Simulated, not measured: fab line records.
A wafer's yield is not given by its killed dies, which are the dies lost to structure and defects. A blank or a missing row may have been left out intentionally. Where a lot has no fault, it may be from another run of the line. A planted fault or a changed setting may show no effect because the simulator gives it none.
fab line records	flow n5_finfet	part 1 of 2: steps 1 to 4 of 6
[record] lots = 23	wafers = 69	last_day = 17
route steps=1938 shown HKMG_FIN@430 GATE_CUT@466
lots untouched by any fault: they come from a run of this same line in which no faults occurred
start_h: hours from the record's opening day to when the first of the lot's shown wafers began	wait_h: hours from the lot's prior step to this one	" identical to the entry in the row above	L1.1+2: a single row standing in for several wafers	- value missing, or start not given	* or withheld: withheld	< > ~ a bound
route shown NAME@n: NAME is a module with steps in the file, n the number in the route of the first one	usual: mean and standard deviation over wafers with no fault	same: alike in all rows	chamber/n: place in a boat	sites: each site's reading	_std_site: how widely they spread, as a standard deviation	_edge_site: the outer-site mean with the inner-site mean subtracted	radius_mm: for every site, how far away it sits from the centre of the wafer	mask NAME#n: copy n	behind: the most recent tool/chamber to have shaped the wafer	hold: the reason the lot was held/the length of the hold in hours/how it ended	device: the transistor (n, p or np) that didn't switch	end of line: tests run on the same wafers once the route is complete	a step given without rows: its recipe and nothing more	killed: dies that structure and defects cost at the first sort, which is not the same as the wafer's yield	map: the dies of a wafer, with x for killed, . for not killed, _ for no die there
set.NAME: the run value of the setting; set.NAME@STEP: its run value at that earlier step	model.NAME: the simulator's own value behind a step, which no gauge read
a sample of lots followed through the steps of the route, with each step as a table and each wafer as a row
services: from which hour (start_h, from the record's first day; less than 0 if before it) a tool's chamber was out of use, for how many hours, and why
[[steps]]
[step N5_HKMG_FIN_CD_MEAS_12]
[recipe] target_cd_nm = 92.8	landing_energy_ev = 500	detector = se_inlens
[usual] cd_nm = 93.0/0.95
lot.wafer	tool	chamber	start_h	wait_h	cd_nm
L074.1	cd_sem-01	0	73.01	-	95.2
L074.3	"	0	"	"	93.7
L074.5	"	0	"	"	93.1
L075.2	cd_sem-03	0	83.55	-	94.5
L075.4	"	0	"	"	94.0
L075.6	"	0	"	"	93.5
L076.2	cd_sem-01	0	90.05	-	94.7
L076.4	"	0	"	"	94.0
L076.6	"	0	"	"	93.5
L077.1	cd_sem-03	0	95.32	-	92.8
L077.2	"	0	"	"	91.9
L077.6	"	0	"	"	92.4
L079.1	cd_sem-01	0	105.68	-	92.4
L079.2	"	0	"	"	92.6
L079.3	"	0	"	"	91.5
L080.1	cd_sem-02	0	110.94	-	92.4
L080.5	"	0	"	"	92.3
L080.6	"	0	"	"	91.2
L081.1	cd_sem-02	0	119.27	-	91.3
L081.5	"	0	"	"	93.0
L081.6	"	0	"	"	91.8
L082.1	cd_sem-01	0	123.92	-	91.9
L082.3	"	0	"	"	94.1
L082.5	"	0	"	"	91.9
L083.1	cd_sem-03	0	130.56	-	93.3
L083.2	"	0	"	"	93.5
L083.5	"	0	"	"	91.7
L084.1	cd_sem-03	0	135.31	-	92.8
L084.3	"	0	"	"	92.5
L084.4	"	0	"	"	92.3
L085.1	cd_sem-03	0	143.46	-	94.1
L085.2	"	0	"	"	92.4
L085.6	"	0	"	"	93.9
L086.1	cd_sem-03	0	150.59	-	92.5
L086.3	"	0	"	"	93.1
L086.5	"	0	"	"	94.4
L087.1	cd_sem-02	0	153.26	-	92.8
L087.2	"	0	"	"	93.3
L087.3	"	0	"	"	92.4
L088.3	cd_sem-02	0	160.11	-	92.3
L088.5	"	0	"	"	93.2
L088.6	"	0	"	"	94.5
L089.1	cd_sem-02	0	165.05	-	93.4
L089.2	"	0	"	"	94.5
L089.5	"	0	"	"	94.3
L090.2	cd_sem-01	0	170.10	-	92.6
L090.4	"	0	"	"	91.7
L090.6	"	0	"	"	92.8
L091.1	cd_sem-02	0	176.76	-	92.5
L091.2	"	0	"	"	93.2
L091.6	"	0	"	"	93.7
L092.1	cd_sem-02	0	181.52	-	92.7
L092.2	"	0	"	"	94.1
L092.3	"	0	"	"	94.6
L093.1	cd_sem-01	0	192.72	-	92.7
L093.2	"	0	"	"	91.7
L093.3	"	0	"	"	93.3
L094.2	cd_sem-03	0	196.21	-	92.9
L094.3	"	0	"	"	92.5
L094.5	"	0	"	"	92.8
L095.1	cd_sem-03	0	201.97	-	92.9
L095.3	"	0	"	"	94.1
L095.6	"	0	"	"	93.2
L096.2	cd_sem-02	0	209.58	-	92.8
L096.3	"	0	"	"	93.6
L096.6	"	0	"	"	92.5
L097.1	cd_sem-01	0	211.98	-	93.8
L097.3	"	0	"	"	94.2
L097.6	"	0	"	"	92.2
[step N5_HKMG_FIN_DESCUM_17]
[recipe] chemistry = O2	time_s = 7.9	source_power_w = 50	bias_power_w = 20	pressure_mtorr = 20	rf_frequency_hz = 2.712e+07	temp_c = 40	resist = CAR-ArF	o2_flow_sccm = 225
[usual] drypump_motor_current_A = 5.6/0.47	oes_product_au = 0.76/0.081	rf_vpp_V = 243.9/1.2	showerhead_plenum_p_Torr = 2.13/0.062	throttle_valve_pct = 20.4/0.32
lot.wafer	tool	chamber	start_h	wait_h	drypump_motor_current_A	oes_product_au	rf_hours_counter_h	rf_vpp_V	showerhead_plenum_p_Torr	throttle_valve_pct
L074.1	rie_diel-06	3	73.10	0.0	5.8	0.77	150	241.9	2.06	20.3
L074.3	"	0	"	"	5.7	0.82	92	244.6	2.08	19.9
L074.5	"	1	"	"	6.1	0.71	-	243.3	2.09	20.4
L075.2	rie_diel-06	2	83.64	0.0	6.0	0.77	143	243.4	2.18	19.9
L075.4	"	2	"	"	6.1	0.77	-	244.9	2.18	19.9
L075.6	"	2	"	"	6.1	0.77	-	244.9	2.18	19.9
L076.2	rie_diel-04	1	90.14	0.0	5.1	0.70	195	243.5	2.16	20.7
L076.4	"	0	"	"	5.9	0.69	243	243.5	2.06	20.4
L076.6	"	1	"	"	5.1	0.69	-	244.6	2.16	20.7
L077.1	rie_diel-05	1	95.41	0.0	5.2	0.73	218	243.7	2.16	20.7
L077.2	"	2	"	"	6.3	0.83	67	244.2	2.23	20.5
L077.6	"	3	"	"	5.6	0.68	-	242.8	1.98	20.6
L079.1	rie_diel-04	0	105.77	0.0	5.9	0.68	248	241.6	2.06	20.4
L079.2	"	2	"	"	4.8	0.71	209	245.2	2.17	20.9
L079.3	"	3	"	"	5.4	0.69	238	241.8	2.09	20.7
L080.1	rie_diel-05	3	111.03	0.0	5.6	0.67	242	241.6	1.98	20.6
L080.5	"	2	"	"	6.3	0.82	-	245.1	2.23	20.5
L080.6	"	3	"	"	5.6	0.67	-	242.3	1.98	20.6
L081.1	rie_diel-06	2	119.36	0.0	6.1	0.76	147	244.5	2.18	19.9
L081.5	"	0	"	"	5.7	0.79	-	244.1	2.07	19.9
L081.6	"	3	"	"	5.8	0.75	-	243.9	2.05	20.4
L082.1	rie_diel-06	0	124.37	0.4	5.7	0.79	111	243.5	2.07	19.9
L082.3	"	3	"	"	5.8	0.75	171	244.1	2.05	20.4
L082.5	"	0	"	"	5.7	0.79	-	242.6	2.07	19.9
L083.1	rie_diel-04	2	130.65	0.0	4.8	0.69	219	244.3	2.16	20.9
L083.2	"	3	"	"	5.3	0.69	248	242.4	2.08	20.7
L083.5	"	1	"	"	5.1	0.68	-	244.1	2.16	20.8
L084.1	rie_diel-04	3	135.40	0.0	5.4	0.69	251	243.7	2.08	20.7
L084.3	"	2	"	"	4.8	0.70	222	245.2	2.16	20.9
L084.4	"	2	"	"	4.8	0.70	-	242.7	2.16	20.9
L085.1	rie_diel-06	0	143.64	0.1	5.7	0.78	118	241.8	2.07	19.9
L085.2	"	3	"	"	5.8	0.75	178	243.1	2.05	20.4
L085.6	"	3	"	"	5.8	0.75	-	243.4	2.05	20.3
L086.1	rie_diel-05	0	151.02	0.4	6.1	0.75	184	244.4	2.14	20.0
L086.3	"	2	"	"	6.3	0.82	89	244.5	2.22	20.5
L086.5	"	2	"	"	6.3	0.81	-	244.4	2.22	20.5
L087.1	rie_diel-05	2	153.34	0.0	6.3	0.82	89	245.0	2.22	20.5
L087.2	"	1	"	"	5.2	0.71	241	243.8	2.15	20.7
L087.3	"	3	"	"	5.6	0.94	2	245.7	2.24	20.3
L088.3	rie_diel-06	2	160.22	0.0	6.1	0.76	162	243.6	2.17	19.9
L088.5	"	0	"	"	5.7	0.78	-	243.9	2.07	20.0
L088.6	"	3	"	"	5.8	0.74	-	242.5	2.05	20.4
L089.1	rie_diel-05	3	165.14	0.0	5.6	0.94	7	246.8	2.24	20.3
L089.2	"	1	"	"	5.2	0.70	246	243.0	2.15	20.7
L089.5	"	0	"	"	6.1	0.75	-	244.4	2.14	20.0
L090.2	rie_diel-05	3	170.19	0.0	5.6	0.92	8	244.9	2.24	20.3
L090.4	"	1	"	"	5.2	0.70	247	244.8	2.15	20.7
L090.6	"	1	"	"	5.2	0.70	-	243.0	2.15	20.7
L091.1	rie_diel-05	3	177.16	0.4	5.6	0.93	10	245.5	2.24	20.3
L091.2	"	2	"	"	6.3	0.80	98	245.4	2.22	20.5
L091.6	"	1	"	"	5.2	0.70	-	244.8	2.15	20.7
L092.1	rie_diel-06	2	181.61	0.0	6.1	0.76	169	244.3	2.17	19.9
L092.2	"	1	"	"	6.1	0.69	227	242.7	2.08	20.5
L092.3	"	3	"	"	5.8	0.74	192	243.5	2.04	20.4
L093.1	rie_diel-04	0	192.81	0.0	5.9	0.92	17	242.0	2.05	20.1
L093.2	"	3	"	"	5.4	0.95	7	242.7	2.08	20.4
L093.3	"	2	"	"	4.8	0.68	243	242.5	2.15	20.9
L094.2	rie_diel-04	3	196.30	0.0	5.4	0.94	8	241.3	2.08	20.4
L094.3	"	2	"	"	4.8	0.68	245	242.9	2.15	20.9
L094.5	"	1	"	"	5.1	0.66	-	244.0	2.15	20.8
L095.1	rie_diel-05	0	202.06	0.0	6.1	0.73	202	245.3	2.14	20.1
L095.3	"	1	"	"	5.2	1.02	2	243.8	2.15	20.2
L095.6	"	0	"	"	6.1	0.73	-	245.1	2.14	20.1
L096.2	rie_diel-05	0	209.67	0.0	6.0	0.74	205	246.0	2.14	20.1
L096.3	"	2	"	"	6.3	0.80	109	245.3	2.21	20.5
L096.6	"	0	"	"	6.1	0.73	-	244.0	2.14	20.1
L097.1	rie_diel-04	2	212.42	0.4	4.8	0.68	250	243.8	2.15	20.9
L097.3	"	3	"	"	5.4	0.93	14	242.4	2.07	20.4
L097.6	"	0	"	"	5.9	0.90	-	242.9	2.05	20.1
[step N5_HKMG_FIN_ETCH_31]
[recipe] chemistry = CF4	target = SiARC	target_depth_a = 455	mask_material = CAR-ArF	time_s = 75.8	ion_energy_ev = 80	pressure_mtorr = 40	source_w = 545	bias_w = 36	Ar_flow_sccm = 100	cf4_flow_sccm = 100	ends = cleared
[usual] bias_w = 35.99/0.1	drypump_motor_current_A = 5.6/0.47	etch_rf_on_time_s = 75.6/2.8	oes_product_au = 0.65/0.073	rf_vpp_V = 184.6/1.1	showerhead_plenum_p_Torr = 2.19/0.057	throttle_valve_pct = 15.66/0.26
lot.wafer	tool	chamber	start_h	wait_h	bias_w	drypump_motor_current_A	etch_rf_on_time_s	oes_product_au	rf_hours_counter_h	rf_vpp_V	showerhead_plenum_p_Torr	throttle_valve_pct
L074.1	rie_diel-06	3	73.14	0.0	36.07	5.8	71.5	0.67	150	183.9	2.16	15.79
L074.3	"	0	"	"	36.07	5.7	80.3	0.67	92	184.9	2.17	15.40
L074.5	"	1	"	"	35.90	6.1	81.8	0.59	-	182.8	2.14	15.66
L075.2	rie_diel-06	2	83.69	0.0	35.89	6.1	73.8	0.67	143	184.6	2.22	15.18
L075.4	"	2	"	"	35.95	6.1	73.5	0.67	-	185.0	2.22	15.16
L075.6	"	2	"	"	35.96	6.1	73.1	0.67	-	185.1	2.22	15.17
L076.2	rie_diel-04	1	90.17	0.0	36.25	5.1	75.8	0.62	195	184.7	2.21	15.95
L076.4	"	0	"	"	35.83	5.9	73.8	0.60	243	183.7	2.10	15.67
L076.6	"	1	"	"	36.07	5.1	76.2	0.61	-	186.2	2.21	15.96
L077.1	rie_diel-05	1	95.44	0.0	35.93	5.2	75.2	0.62	218	184.2	2.21	15.89
L077.2	"	2	"	"	35.80	6.4	72.5	0.75	67	185.7	2.27	15.52
L077.6	"	3	"	"	36.08	5.6	77.8	0.58	-	182.2	2.03	15.78
L079.1	rie_diel-04	0	105.80	0.0	35.94	5.9	74.8	0.59	248	183.1	2.10	15.69
L079.2	"	2	"	"	35.84	4.8	79.8	0.58	209	183.2	2.20	15.94
L079.3	"	3	"	"	35.88	5.4	80.5	0.58	238	183.9	2.11	15.77
L080.1	rie_diel-05	3	111.06	0.0	36.11	5.6	76.5	0.59	242	181.8	2.02	15.78
L080.5	"	2	"	"	35.88	6.3	72.4	0.74	-	185.6	2.27	15.53
L080.6	"	3	"	"	36.05	5.6	77.3	0.58	-	183.6	2.02	15.78
L081.1	rie_diel-06	2	119.39	0.0	35.94	6.1	74.7	0.66	147	184.4	2.22	15.17
L081.5	"	0	"	"	36.15	5.7	79.2	0.66	-	184.5	2.16	15.42
L081.6	"	3	"	"	35.96	5.8	72.5	0.65	-	184.9	2.15	15.82
L082.1	rie_diel-06	0	124.41	0.0	36.03	5.7	79.7	0.65	111	184.7	2.16	15.43
L082.3	"	3	"	"	35.93	5.8	72.0	0.65	171	184.5	2.15	15.83
L082.5	"	0	"	"	35.95	5.7	79.5	0.65	-	184.2	2.16	15.44
L083.1	rie_diel-04	2	130.68	0.0	35.95	4.8	78.1	0.58	219	185.4	2.20	15.95
L083.2	"	3	"	"	36.19	5.4	78.7	0.59	248	183.8	2.11	15.77
L083.5	"	1	"	"	35.91	5.1	75.2	0.62	-	184.9	2.21	15.98
L084.1	rie_diel-04	3	135.44	0.0	36.14	5.4	78.9	0.58	251	184.4	2.11	15.79
L084.3	"	2	"	"	35.98	4.8	78.5	0.58	222	184.3	2.20	15.95
L084.4	"	2	"	"	36.06	4.8	78.8	0.58	-	184.1	2.20	15.95
L085.1	rie_diel-06	0	143.67	0.0	35.93	5.7	80.1	0.65	118	183.9	2.16	15.44
L085.2	"	3	"	"	35.98	5.8	73.1	0.64	178	186.1	2.15	15.84
L085.6	"	3	"	"	36.08	5.8	72.5	0.65	-	183.5	2.15	15.86
L086.1	rie_diel-05	0	151.06	0.0	36.18	6.1	74.7	0.64	184	184.8	2.22	15.55
L086.3	"	2	"	"	36.07	6.3	71.6	0.73	89	185.0	2.27	15.56
L086.5	"	2	"	"	36.17	6.3	72.3	0.71	-	185.2	2.27	15.57
L087.1	rie_diel-05	2	153.38	0.0	35.99	6.4	73.4	0.72	89	186.2	2.27	15.54
L087.2	"	1	"	"	36.00	5.2	75.4	0.61	241	185.1	2.20	15.92
L087.3	"	3	"	"	35.99	5.6	73.3	0.83	2	186.6	2.27	15.31
L088.3	rie_diel-06	2	160.26	0.0	36.01	6.1	72.9	0.66	162	186.4	2.22	15.21
L088.5	"	0	"	"	36.04	5.7	79.5	0.65	-	183.9	2.16	15.45
L088.6	"	3	"	"	36.07	5.8	72.8	0.64	-	183.3	2.14	15.85
L089.1	rie_diel-05	3	165.18	0.0	36.03	5.6	73.6	0.81	7	185.4	2.27	15.33
L089.2	"	1	"	"	35.88	5.1	74.8	0.61	246	185.6	2.20	15.95
L089.5	"	0	"	"	36.02	6.1	74.5	0.64	-	186.1	2.22	15.57
L090.2	rie_diel-05	3	170.22	0.0	35.98	5.6	75.1	0.79	8	185.5	2.27	15.31
L090.4	"	1	"	"	35.96	5.2	77.8	0.60	247	185.4	2.20	15.94
L090.6	"	1	"	"	35.91	5.2	77.1	0.60	-	183.5	2.20	15.95
L091.1	rie_diel-05	3	177.20	0.0	35.92	5.6	73.9	0.80	10	186.0	2.27	15.33
L091.2	"	2	"	"	36.02	6.4	72.4	0.71	98	185.5	2.26	15.58
L091.6	"	1	"	"	35.91	5.2	76.0	0.60	-	183.8	2.20	15.96
L092.1	rie_diel-06	2	181.64	0.0	36.06	6.1	73.2	0.65	169	184.9	2.21	15.21
L092.2	"	1	"	"	36.00	6.1	81.6	0.57	227	183.0	2.13	15.74
L092.3	"	3	"	"	36.05	5.8	72.8	0.63	192	183.6	2.14	15.86
L093.1	rie_diel-04	0	192.84	0.0	35.94	5.9	72.6	0.80	17	183.8	2.09	15.24
L093.2	"	3	"	"	35.85	5.4	76.0	0.79	7	183.9	2.11	15.32
L093.3	"	2	"	"	35.91	4.8	78.5	0.56	243	184.0	2.19	15.99
L094.2	rie_diel-04	3	196.33	0.0	35.86	5.4	76.0	0.79	8	182.5	2.10	15.32
L094.3	"	2	"	"	36.15	4.8	78.1	0.57	245	184.9	2.19	15.99
L094.5	"	1	"	"	36.05	5.1	74.7	0.60	-	184.3	2.20	16.03
L095.1	rie_diel-05	0	202.09	0.0	36.02	6.1	74.3	0.63	202	186.3	2.22	15.59
L095.3	"	1	"	"	35.96	5.2	74.1	0.86	2	183.7	2.20	15.43
L095.6	"	0	"	"	36.08	6.1	74.5	0.63	-	184.0	2.22	15.59
L096.2	rie_diel-05	0	209.70	0.0	36.05	6.1	75.1	0.63	205	185.7	2.22	15.58
L096.3	"	2	"	"	36.08	6.3	72.0	0.70	109	185.9	2.26	15.61
L096.6	"	0	"	"	36.02	6.1	74.8	0.63	-	184.7	2.22	15.60
L097.1	rie_diel-04	2	212.46	0.0	35.96	4.8	77.7	0.57	250	183.0	2.19	15.99
L097.3	"	3	"	"	35.92	5.4	75.3	0.79	14	184.2	2.10	15.33
L097.6	"	0	"	"	35.85	5.9	71.8	0.80	-	183.4	2.09	15.26
[step N5_HKMG_FIN_ALD_21]
[recipe] material = TiN	target_thk_a = 15	temp_c = 400	ald_precursor_family = TiCl4	ald_co_reactant = NH3	pulse_time_s = 1	purge_time_s = 3	co_reactant_purge_time_s = 2	co_reactant_pulse_time_s = 2	ald_cycles = 68	pressure_torr = 3
[usual] heater_power_outer_w = 540/37	heater_power_w = 868/62	precursor_pulse_height_rel = 0.999/0.02
lot.wafer	tool	chamber	start_h	wait_h	heater_power_outer_w	heater_power_w	precursor_pulse_height_rel
L074.1	ald_metal-03	2	76.48	0.3	565	884	0.977
L074.3	"	0	"	"	572	921	0.989
L074.5	"	0	"	"	584	899	0.987
L075.2	ald_metal-01	0	87.24	0.3	590	940	0.976
L075.4	"	3	"	"	526	802	0.994
L075.6	"	3	"	"	528	795	0.987
L076.2	ald_metal-01	3	93.33	0.3	533	787	0.978
L076.4	"	2	"	"	480	852	1.011
L076.6	"	2	"	"	476	845	0.950
L077.1	ald_metal-03	2	98.54	0.3	571	891	1.022
L077.2	"	3	"	"	529	934	1.013
L077.6	"	2	"	"	560	918	1.023
L079.1	ald_metal-03	2	109.08	0.3	566	897	0.981
L079.2	"	3	"	"	531	916	1.026
L079.3	"	1	"	"	567	951	1.029
L080.1	ald_metal-01	1	114.18	0.3	566	910	0.995
L080.5	"	3	"	"	539	802	0.957
L080.6	"	1	"	"	589	919	1.016
L081.1	ald_metal-03	3	122.69	0.3	536	915	1.004
L081.5	"	1	"	"	569	963	0.979
L081.6	"	2	"	"	567	896	0.979
L082.1	ald_metal-02	3	127.55	0.3	489	807	0.973
L082.3	"	2	"	"	516	796	0.980
L082.5	"	2	"	"	502	804	1.035
L083.1	ald_metal-03	1	133.98	0.3	569	952	0.961
L083.2	"	2	"	"	582	866	1.006
L083.5	"	0	"	"	586	901	1.009
L084.1	ald_metal-02	1	138.54	0.3	584	960	0.986
L084.3	"	0	"	"	538	810	1.020
L084.4	"	2	"	"	502	808	0.972
L085.1	ald_metal-02	3	146.77	0.3	502	794	0.993
L085.2	"	1	"	"	590	965	0.977
L085.6	"	1	"	"	559	976	0.979
L086.1	ald_metal-01	3	154.52	0.3	538	792	0.989
L086.3	"	0	"	"	594	931	1.036
L086.5	"	1	"	"	569	944	1.004
L087.1	ald_metal-02	3	156.80	0.3	491	816	1.000
L087.2	"	0	"	"	559	851	0.985
L087.3	"	1	"	"	585	930	1.023
L088.3	ald_metal-02	0	163.36	0.1	536	800	1.031
L088.5	"	3	"	"	496	819	0.995
L088.6	"	0	"	"	538	817	1.015
L089.1	ald_metal-02	0	168.40	0.3	542	849	0.950
L089.2	"	2	"	"	505	781	0.984
L089.5	"	3	"	"	486	825	0.979
L090.2	ald_metal-02	1	173.35	0.3	580	951	1.030
L090.4	"	3	"	"	499	825	0.992
L090.6	"	3	"	"	501	803	1.000
L091.1	ald_metal-01	1	180.31	0.3	586	919	0.954
L091.2	"	3	"	"	523	805	1.020
L091.6	"	0	"	"	582	910	1.009
L092.1	ald_metal-02	3	184.95	0.3	494	814	0.991
L092.2	"	2	"	"	515	797	1.013
L092.3	"	1	"	"	575	946	1.008
L093.1	ald_metal-02	3	195.97	0.3	502	797	0.989
L093.2	"	1	"	"	570	990	0.960
L093.3	"	0	"	"	542	828	0.994
L094.2	ald_metal-01	2	199.59	0.3	476	838	1.004
L094.3	"	0	"	"	584	932	1.018
L094.5	"	0	"	"	600	922	0.993
L095.1	ald_metal-01	0	205.26	0.3	591	945	0.987
L095.3	"	3	"	"	524	773	1.011
L095.6	"	2	"	"	483	850	0.993
L096.2	ald_metal-02	3	212.86	0.3	499	817	1.012
L096.3	"	2	"	"	515	841	1.010
L096.6	"	3	"	"	479	839	0.993
L097.1	ald_metal-01	2	215.81	0.3	476	842	1.004
L097.3	"	3	"	"	542	819	0.991
L097.6	"	2	"	"	484	857	0.998
